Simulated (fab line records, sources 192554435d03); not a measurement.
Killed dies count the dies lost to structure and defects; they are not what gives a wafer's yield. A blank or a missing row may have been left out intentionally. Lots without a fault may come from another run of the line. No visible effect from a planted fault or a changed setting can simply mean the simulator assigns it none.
fab line records :: flow n5Finfet
[record]
  lots = 6
  wafers = 17
  lastDay = 17
route steps=1938 shown MOL_CONTACT_COAG@588
lots with no fault: from the same line, run without faults
startH: start of the lot's first displayed wafer, in hours after the record's first day :: waitH: hours elapsed since this lot's preceding step :: " unchanged from the row above :: L1.1+2: one row covering several wafers at once :: - either no value or no given start :: * or withheld: withheld :: < > ~ a bound
route shown NAME@n: a module of which the file shows steps, and the number in the route of the first :: usual: mean and standard deviation over wafers with no fault :: same: alike in all rows :: chamber/n: place in a boat :: sites: readings site by site :: _std_site: their standard deviation :: _edge_site: the outer-site mean with the inner-site mean subtracted :: radiusMm: for every site, how far away it sits from the centre of the wafer :: mask NAME#n: copy n :: behind: tool/chamber where the wafer was last shaped :: hold: why the lot went on hold/how many hours it stayed there/how the hold came to an end :: device: names the non-switching transistor (n, p or np) :: end of line: tests of these same wafers at the route's end :: where a step has no rows: the recipe by itself :: killed: the dies lost at the first sort to structure and to defects; this is not the yield of the wafer :: map: a wafer's dies, x killed, . not, _ none there
set.NAME: the run value of the setting; set.NAME@STEP: its run value at that earlier step :: model.NAME: the simulator's own value behind a step, which no gauge read
a table for each step, a row for each wafer; lots at some steps of the route
services: a tool's chamber out of use, with start hour (startH, from the record's first day; less than 0 if before it), hours out, and reason
[[steps]]
[step N5_MOL_CONTACT_COAG_ETCH_47]
[recipe]
  chemistry = CH3F/O2
  target = SiNx
  targetDepthA = 270
  maskMaterial = SiO2
  stopOn = W
  overEtchFrac = 0.2
  ionEnergyEv = 120
  endpoint = OES-CN
  pressureMtorr = 30
  sourceW = 395
  biasW = 73
  Ar_flow_sccm = 150
  CH3F_flow_sccm = 30
  O2_flow_sccm = 20
  ends = endPoint
[usual]
  biasW = 73.00/0.21
  drypumpMotorCurrentA = 5.7/0.44
  etchRfOnTimeS = 30.8/0.57
  oesProductAu = 0.76/0.064
  rfVppV = 298/6.6
  showerheadPlenumPTorr = 2.04/0.059
  throttleValvePct = 16.22/0.27
lot.wafer: L228.4
tool: rieDiel-06
chamber: 0
startH: 144.20
waitH: 0.0
biasW: 73.19
drypumpMotorCurrentA: 6.1
etchRfOnTimeS: 31.4
oesProductAu: 0.77
rfHoursCounterH: -
rfVppV: 304
showerheadPlenumPTorr: 2.12
throttleValvePct: 15.84

lot.wafer: L228.6
tool: rieDiel-06
chamber: 2
startH: 144.20
waitH: 0.0
biasW: 73.10
drypumpMotorCurrentA: 5.1
etchRfOnTimeS: 30.7
oesProductAu: 0.79
rfHoursCounterH: -
rfVppV: 297
showerheadPlenumPTorr: 2.04
throttleValvePct: 15.86

lot.wafer: L232.1
tool: rieDiel-02
chamber: 0
startH: 171.55
waitH: 0.0
biasW: 72.96
drypumpMotorCurrentA: 6.4
etchRfOnTimeS: 30.2
oesProductAu: 0.85
rfHoursCounterH: 21
rfVppV: 296
showerheadPlenumPTorr: 1.97
throttleValvePct: 16.50

lot.wafer: L232.3
tool: rieDiel-02
chamber: 3
startH: 171.55
waitH: 0.0
biasW: 73.02
drypumpMotorCurrentA: 4.9
etchRfOnTimeS: 30.8
oesProductAu: 0.74
rfHoursCounterH: 81
rfVppV: 296
showerheadPlenumPTorr: 2.03
throttleValvePct: 16.01

lot.wafer: L232.5
tool: rieDiel-02
chamber: 3
startH: 171.55
waitH: 0.0
biasW: 73.07
drypumpMotorCurrentA: 4.9
etchRfOnTimeS: 30.8
oesProductAu: 0.73
rfHoursCounterH: -
rfVppV: 294
showerheadPlenumPTorr: 2.03
throttleValvePct: 16.03

lot.wafer: L235.1
tool: rieDiel-03
chamber: 3
startH: 191.86
waitH: 0.0
biasW: 72.77
drypumpMotorCurrentA: 5.6
etchRfOnTimeS: 30.3
oesProductAu: 0.76
rfHoursCounterH: 58
rfVppV: 311
showerheadPlenumPTorr: 2.03
throttleValvePct: 16.12

lot.wafer: L235.2
tool: rieDiel-03
chamber: 0
startH: 191.86
waitH: 0.0
biasW: 72.99
drypumpMotorCurrentA: 6.2
etchRfOnTimeS: 31.6
oesProductAu: 0.74
rfHoursCounterH: 100
rfVppV: 292
showerheadPlenumPTorr: 2.02
throttleValvePct: 16.68

lot.wafer: L235.6
tool: rieDiel-03
chamber: 2
startH: 191.86
waitH: 0.0
biasW: 73.03
drypumpMotorCurrentA: 5.5
etchRfOnTimeS: 30.6
oesProductAu: 0.80
rfHoursCounterH: -
rfVppV: 290
showerheadPlenumPTorr: 2.11
throttleValvePct: 16.41

lot.wafer: L236.1
tool: rieDiel-06
chamber: 3
startH: 196.40
waitH: 0.0
biasW: 73.38
drypumpMotorCurrentA: 5.8
etchRfOnTimeS: 29.6
oesProductAu: 0.75
rfHoursCounterH: 79
rfVppV: 298
showerheadPlenumPTorr: 2.11
throttleValvePct: 16.14

lot.wafer: L236.3
tool: rieDiel-06
chamber: 1
startH: 196.40
waitH: 0.0
biasW: 72.74
drypumpMotorCurrentA: 6.1
etchRfOnTimeS: 31.2
oesProductAu: 0.69
rfHoursCounterH: 111
rfVppV: 298
showerheadPlenumPTorr: 1.93
throttleValvePct: 16.32

lot.wafer: L236.4
tool: rieDiel-06
chamber: 0
startH: 196.40
waitH: 0.0
biasW: 72.80
drypumpMotorCurrentA: 6.1
etchRfOnTimeS: 31.1
oesProductAu: 0.75
rfHoursCounterH: 61
rfVppV: 304
showerheadPlenumPTorr: 2.11
throttleValvePct: 15.88

lot.wafer: L242.1
tool: rieDiel-03
chamber: 3
startH: 230.20
waitH: 0.0
biasW: 72.96
drypumpMotorCurrentA: 5.7
etchRfOnTimeS: 30.6
oesProductAu: 0.74
rfHoursCounterH: 71
rfVppV: 312
showerheadPlenumPTorr: 2.03
throttleValvePct: 16.14

lot.wafer: L242.2
tool: rieDiel-03
chamber: 0
startH: 230.20
waitH: 0.0
biasW: 72.91
drypumpMotorCurrentA: 6.1
etchRfOnTimeS: 31.4
oesProductAu: 0.71
rfHoursCounterH: 114
rfVppV: 293
showerheadPlenumPTorr: 2.02
throttleValvePct: 16.70

lot.wafer: L242.4
tool: rieDiel-03
chamber: 2
startH: 230.20
waitH: 0.0
biasW: 72.59
drypumpMotorCurrentA: 5.5
etchRfOnTimeS: 31.1
oesProductAu: 0.77
rfHoursCounterH: 54
rfVppV: 289
showerheadPlenumPTorr: 2.11
throttleValvePct: 16.43

lot.wafer: L243.2
tool: rieDiel-02
chamber: 3
startH: 238.85
waitH: 0.0
biasW: 73.27
drypumpMotorCurrentA: 4.9
etchRfOnTimeS: 31.2
oesProductAu: 0.70
rfHoursCounterH: 111
rfVppV: 293
showerheadPlenumPTorr: 2.02
throttleValvePct: 16.07

lot.wafer: L243.5
tool: rieDiel-02
chamber: 0
startH: 238.85
waitH: 0.0
biasW: 72.66
drypumpMotorCurrentA: 6.4
etchRfOnTimeS: 31.2
oesProductAu: 0.78
rfHoursCounterH: -
rfVppV: 296
showerheadPlenumPTorr: 1.96
throttleValvePct: 16.56

lot.wafer: L243.6
tool: rieDiel-02
chamber: 3
startH: 238.85
waitH: 0.0
biasW: 73.20
drypumpMotorCurrentA: 4.9
etchRfOnTimeS: 31.3
oesProductAu: 0.70
rfHoursCounterH: -
rfVppV: 294
showerheadPlenumPTorr: 2.02
throttleValvePct: 16.07
[step N5_MOL_CONTACT_COAG_STRIP_119]
[recipe]
  chemistry = N2/H2
  timeS = 30
  powerW = 1000
  tempC = 250
  pressureMtorr = withheld
  n2FlowSccm = 1750
  h2FlowSccm = 3250
[usual]
  drypumpMotorCurrentA = 5.58/0.3
  heaterPowerW = 342/34
lot.wafer: L228.4
tool: plasmaAsher-01
chamber: 1
startH: 144.27
waitH: 0.0
drypumpMotorCurrentA: 5.34
heaterPowerW: 351
rfHoursCounterH: -

lot.wafer: L228.6
tool: plasmaAsher-01
chamber: 1
startH: 144.27
waitH: 0.0
drypumpMotorCurrentA: 5.37
heaterPowerW: 341
rfHoursCounterH: -

lot.wafer: L232.1
tool: plasmaAsher-02
chamber: 1
startH: 171.63
waitH: 0.1
drypumpMotorCurrentA: 5.78
heaterPowerW: 356
rfHoursCounterH: 57

lot.wafer: L232.3
tool: plasmaAsher-02
chamber: 1
startH: 171.63
waitH: 0.1
drypumpMotorCurrentA: 5.78
heaterPowerW: 351
rfHoursCounterH: -

lot.wafer: L232.5
tool: plasmaAsher-02
chamber: 1
startH: 171.63
waitH: 0.1
drypumpMotorCurrentA: 5.79
heaterPowerW: 346
rfHoursCounterH: -

lot.wafer: L235.1
tool: plasmaAsher-01
chamber: 0
startH: 191.95
waitH: 0.1
drypumpMotorCurrentA: 5.28
heaterPowerW: 379
rfHoursCounterH: 103

lot.wafer: L235.2
tool: plasmaAsher-01
chamber: 1
startH: 191.95
waitH: 0.1
drypumpMotorCurrentA: 5.39
heaterPowerW: 352
rfHoursCounterH: 103

lot.wafer: L235.6
tool: plasmaAsher-01
chamber: 1
startH: 191.95
waitH: 0.1
drypumpMotorCurrentA: 5.36
heaterPowerW: 349
rfHoursCounterH: -

lot.wafer: L236.1
tool: plasmaAsher-02
chamber: 1
startH: 196.48
waitH: 0.1
drypumpMotorCurrentA: 5.78
heaterPowerW: 352
rfHoursCounterH: 62

lot.wafer: L236.3
tool: plasmaAsher-02
chamber: 0
startH: 196.48
waitH: 0.1
drypumpMotorCurrentA: 6.00
heaterPowerW: 281
rfHoursCounterH: -

lot.wafer: L236.4
tool: plasmaAsher-02
chamber: 1
startH: 196.48
waitH: 0.1
drypumpMotorCurrentA: 5.78
heaterPowerW: 345
rfHoursCounterH: -

lot.wafer: L242.1
tool: plasmaAsher-01
chamber: 1
startH: 230.28
waitH: 0.1
drypumpMotorCurrentA: 5.39
heaterPowerW: 352
rfHoursCounterH: 110

lot.wafer: L242.2
tool: plasmaAsher-01
chamber: 0
startH: 230.28
waitH: 0.1
drypumpMotorCurrentA: 5.28
heaterPowerW: 374
rfHoursCounterH: 110

lot.wafer: L242.4
tool: plasmaAsher-01
chamber: 0
startH: 230.28
waitH: 0.1
drypumpMotorCurrentA: 5.26
heaterPowerW: 373
rfHoursCounterH: -

lot.wafer: L243.2
tool: plasmaAsher-01
chamber: 1
startH: 238.93
waitH: 0.1
drypumpMotorCurrentA: 5.37
heaterPowerW: 354
rfHoursCounterH: 111

lot.wafer: L243.5
tool: plasmaAsher-01
chamber: 0
startH: 238.93
waitH: 0.1
drypumpMotorCurrentA: 5.27
heaterPowerW: 375
rfHoursCounterH: -

lot.wafer: L243.6
tool: plasmaAsher-01
chamber: 1
startH: 238.93
waitH: 0.1
drypumpMotorCurrentA: 5.34
heaterPowerW: 353
rfHoursCounterH: -
[step N5_MOL_CONTACT_COAG_PRECLEAN_144]
[recipe]
  chemistry = alkalineClean
  tempC = 60
  timeS = 60
  doPpb = 50
[step N5_MOL_CONTACT_COAG_SRD_145]
[recipe]
  dry = ipaMarangoni
  timeS = 30
  tempC = 23
  rinseLiquid = diw
[step N5_MOL_CONTACT_COAG_CD_MEAS_137]
[recipe]
  targetCdNm = 16
[usual]
  cdNm = 15.9/0.32
lot.wafer: L228.4
tool: cdSem-02
chamber: -
startH: 144.40
waitH: 0.0
cdNm: 16.0

lot.wafer: L228.6
tool: cdSem-02
chamber: -
startH: 144.40
waitH: 0.0
cdNm: 15.4

lot.wafer: L232.1
tool: cdSem-02
chamber: -
startH: 171.77
waitH: 0.0
cdNm: 16.4

lot.wafer: L232.3
tool: cdSem-02
chamber: -
startH: 171.77
waitH: 0.0
cdNm: 16.2

lot.wafer: L232.5
tool: cdSem-02
chamber: -
startH: 171.77
waitH: 0.0
cdNm: 15.9

lot.wafer: L235.1
tool: cdSem-01
chamber: -
startH: 192.09
waitH: 0.0
cdNm: 15.6

lot.wafer: L235.2
tool: cdSem-01
chamber: -
startH: 192.09
waitH: 0.0
cdNm: 16.0

lot.wafer: L235.6
tool: cdSem-01
chamber: -
startH: 192.09
waitH: 0.0
cdNm: 15.7

lot.wafer: L236.1
tool: cdSem-03
chamber: -
startH: 196.62
waitH: 0.0
cdNm: 15.9

lot.wafer: L236.3
tool: cdSem-03
chamber: -
startH: 196.62
waitH: 0.0
cdNm: 15.9

lot.wafer: L236.4
tool: cdSem-03
chamber: -
startH: 196.62
waitH: 0.0
cdNm: 15.6

lot.wafer: L242.1
tool: cdSem-02
chamber: -
startH: 230.42
waitH: 0.0
cdNm: 15.2

lot.wafer: L242.2
tool: cdSem-02
chamber: -
startH: 230.42
waitH: 0.0
cdNm: 16.2

lot.wafer: L242.4
tool: cdSem-02
chamber: -
startH: 230.42
waitH: 0.0
cdNm: 16.3

lot.wafer: L243.2
tool: cdSem-02
chamber: -
startH: 239.08
waitH: 0.0
cdNm: 16.2

lot.wafer: L243.5
tool: cdSem-02
chamber: -
startH: 239.08
waitH: 0.0
cdNm: 16.2

lot.wafer: L243.6
tool: cdSem-02
chamber: -
startH: 239.08
waitH: 0.0
cdNm: 15.9
[step N5_MOL_CONTACT_COAG_COAT_62]
[recipe]
  resist = SOC
  tempC = 250
  timeS = 60
  spinRpm = 1500
  resistThkNm = 60
[step N5_MOL_CONTACT_COAG_COAT_63]
[recipe]
  resist = SiARC
  tempC = 220
  timeS = 60
  spinRpm = 1500
  resistThkNm = 10
[step N5_MOL_CONTACT_COAG_COAT_64]
[recipe]
  resist = underlayer
  tempC = 205
  timeS = 60
  spinRpm = 1500
  resistThkNm = 10
[step N5_MOL_CONTACT_COAG_COAT_34]
[recipe]
  resist = CAR-EUV
  spinRpm = 1500
  resistThkNm = 40
[step N5_MOL_CONTACT_COAG_EBR_36]
[recipe]
  solvent = PGMEA
  ebrWidthMm = 1.5
[step N5_MOL_CONTACT_COAG_SOFTBAKE_35]
[recipe]
  tempC = 110
  timeS = 60
  resist = CAR-EUV
[step N5_MOL_CONTACT_COAG_EXPOSE_37]
[recipe]
  maskId = VD
  na = 0.33
  sourceShape = annular
  sigmaInner = 0.3
  sigmaOuter = 0.7
  polarization = unpolarized
  defocusNm = 0
  doseMj = 62
[step N5_MOL_CONTACT_COAG_PEB_38]
[recipe]
  pebTempC = 100
  pebTimeS = 60
  resist = CAR-EUV
[usual]
  chillPlateTempC = 22.99/0.099
  exhaustPa = 44.8/1
lot.wafer: L228.4
tool: lithoTrack-03
chamber: 0
startH: 144.78
waitH: 0.0
chillPlateTempC: 22.82
exhaustPa: 45.2

lot.wafer: L228.6
tool: lithoTrack-03
chamber: 0
startH: 144.78
waitH: 0.0
chillPlateTempC: 22.87
exhaustPa: 45.5

lot.wafer: L232.1
tool: lithoTrack-04
chamber: 0
startH: 172.02
waitH: 0.1
chillPlateTempC: 23.10
exhaustPa: 45.3

lot.wafer: L232.3
tool: lithoTrack-04
chamber: 0
startH: 172.02
waitH: 0.1
chillPlateTempC: 23.10
exhaustPa: 45.6

lot.wafer: L232.5
tool: lithoTrack-04
chamber: 0
startH: 172.02
waitH: 0.1
chillPlateTempC: 23.02
exhaustPa: 45.6

lot.wafer: L235.1
tool: lithoTrack-02
chamber: -
startH: 192.35
waitH: 0.1
chillPlateTempC: -
exhaustPa: -

lot.wafer: L235.2
tool: lithoTrack-02
chamber: -
startH: 192.35
waitH: 0.1
chillPlateTempC: -
exhaustPa: -

lot.wafer: L235.6
tool: lithoTrack-02
chamber: -
startH: 192.35
waitH: 0.1
chillPlateTempC: -
exhaustPa: -

lot.wafer: L236.1
tool: lithoTrack-03
chamber: -
startH: 196.87
waitH: 0.1
chillPlateTempC: -
exhaustPa: -

lot.wafer: L236.3
tool: lithoTrack-03
chamber: -
startH: 196.87
waitH: 0.1
chillPlateTempC: -
exhaustPa: -

lot.wafer: L236.4
tool: lithoTrack-03
chamber: -
startH: 196.87
waitH: 0.1
chillPlateTempC: -
exhaustPa: -

lot.wafer: L242.1
tool: lithoTrack-02
chamber: 0
startH: 230.80
waitH: 0.1
chillPlateTempC: 23.07
exhaustPa: 46.1

lot.wafer: L242.2
tool: lithoTrack-02
chamber: 0
startH: 230.80
waitH: 0.1
chillPlateTempC: 23.03
exhaustPa: 46.6

lot.wafer: L242.4
tool: lithoTrack-02
chamber: 0
startH: 230.80
waitH: 0.1
chillPlateTempC: 23.19
exhaustPa: 47.1

lot.wafer: L243.2
tool: lithoTrack-02
chamber: 0
startH: 239.33
waitH: 0.1
chillPlateTempC: 23.18
exhaustPa: 43.9

lot.wafer: L243.5
tool: lithoTrack-02
chamber: 0
startH: 239.33
waitH: 0.1
chillPlateTempC: 22.98
exhaustPa: 44.0

lot.wafer: L243.6
tool: lithoTrack-02
chamber: 0
startH: 239.33
waitH: 0.1
chillPlateTempC: 23.06
exhaustPa: 46.0
[step N5_MOL_CONTACT_COAG_DEVELOP_39]
[recipe]
  developTimeS = 30
  developer = TMAH
  resist = CAR-EUV
  rinseLiquid = surfactantRinse
  dry = airSpin
  devTempC = 23
[[services]]
tool: rieDiel-02
chamber: 2
startH: 177.14
hours: 9.3
kind: repair

tool: rieDiel-02
chamber: 1
startH: 178.63
hours: 14.1
kind: repair

tool: rieDiel-03
chamber: 1
startH: 186.86
hours: 6.5
kind: repair

tool: rieDiel-02
chamber: 1
startH: 193.11
hours: -
kind: clean

tool: rieDiel-02
chamber: 1
startH: 193.11
hours: -
kind: consumableReplace:focusRing

tool: rieDiel-02
chamber: 1
startH: 193.11
hours: 25.0
kind: scheduledDown

tool: rieDiel-02
chamber: 1
startH: 193.11
hours: 25.0
kind: ventCycle

tool: rieDiel-03
chamber: 1
startH: 202.38
hours: 5.7
kind: repair

tool: rieDiel-03
chamber: -
startH: 207.12
hours: 0.4
kind: repair

tool: rieDiel-02
chamber: 2
startH: 220.79
hours: 6.6
kind: repair

tool: rieDiel-02
chamber: 3
startH: 222.10
hours: 1.4
kind: repair

tool: rieDiel-02
chamber: 2
startH: 227.67
hours: -
kind: clean

tool: rieDiel-02
chamber: 2
startH: 227.67
hours: -
kind: consumableReplace:focusRing

tool: rieDiel-02
chamber: 2
startH: 227.67
hours: 19.5
kind: scheduledDown

tool: rieDiel-02
chamber: 2
startH: 227.67
hours: 19.5
kind: ventCycle
[[key]]
[firstSign]
  step = N5_MOL_CONTACT_COAG_PEB_38
  reading = toolRecord
  direction = missing
effect none on later readings
metAt N5_MOL_CONTACT_COAG_PEB_38
struckWafers L235.1,L235.2,L235.6,L236.1,L236.3,L236.4
laterRowsLeftOut L235.1,L235.2,L235.6,L236.1,L236.3,L236.4
sortLeftOut L235.1,L235.2,L235.6,L236.1,L236.3,L236.4
onsetBetween 144.78 192.35
[fault]
  kind = skippedStepWhole
  tool = lithoTrack-02,lithoTrack-03
  chamber = -
  onsetH = 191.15
  steps = N5_MOL_CONTACT_COAG_PEB_38
  scope = struckLotsOnly
// sortLeftOut: the simulated sort isn't trusted on such a fault, so these wafers' sort isn't shown, and their yield isn't known
// laterRowsLeftOut: the simulator's readings of these wafers behind a module that went badly wrong aren't trusted and aren't shown, but for the sort
